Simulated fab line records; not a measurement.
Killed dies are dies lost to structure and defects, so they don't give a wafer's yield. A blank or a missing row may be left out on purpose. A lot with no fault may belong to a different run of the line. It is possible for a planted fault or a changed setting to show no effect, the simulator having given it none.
Chamber matching -- flow nand harc -- cmp-01 running NHARC_P_STI_CMP_21: 4 sister chambers
The step polishes, t overpolish 20 s, target thk 380.67 nm. 8 wafers are shown with their chamber, then 7 later ones without.

== EACH WAFER AND ITS CHAMBER ==
wafer,chamber,motor current A (A),overpolish run s (s)
L082.1,2,12.7,19.990
L082.4,1,12.2,20.003
L082.6,3,13.5,19.991
L085.1,1,12.0,20.016
L085.2,0,12.3,20.001
L085.3,2,13.1,20.012
L089.1,3,13.0,20.007
L089.4,0,12.0,20.007

== WAFERS WITHOUT THEIR CHAMBER ==
wafer,motor current A (A),overpolish run s (s)
L089.6,11.7,20.000
L095.1,11.7,19.989
L095.3,11.9,20.008
L095.6,12.1,20.001
L097.3,12.1,20.016
L097.4,13.2,20.003
L097.6,12.6,20.001

== WHICH CHAMBER EACH WENT THROUGH ==
wafer,from the rows above,in truth
L089.6,can't be placed: 1 or 0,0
L095.1,can't be placed: 0 or 1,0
L095.3,can't be placed: 1 or 0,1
L095.6,can't be placed: 0 or 1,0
L097.3,can't be placed: 1 or 0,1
L097.4,can't be placed: 3 or 2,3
L097.6,can't be placed: 2 or 0 or 1 or 3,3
0 of 7 placed correctly. Unplaceable from these rows: 7, with the true chamber sitting among the candidates in 7. Wrongly placed: 0.
How it was worked out, from the rows above alone: a wafer's distance from a chamber is the root of the sum, over the readings, of the square of ((its reading less the chamber's mean) divided by the reading's scatter). If the next closest chamber is less than 2 further off than the closest, the wafer can't be placed; otherwise it belongs to the closest. The mean given for a chamber averages the wafers shown for that chamber. How the scatter is found: for the shown wafers, subtract from each reading the mean of its chamber, square and add these, divide the total by (wafers less chambers), then take the root.
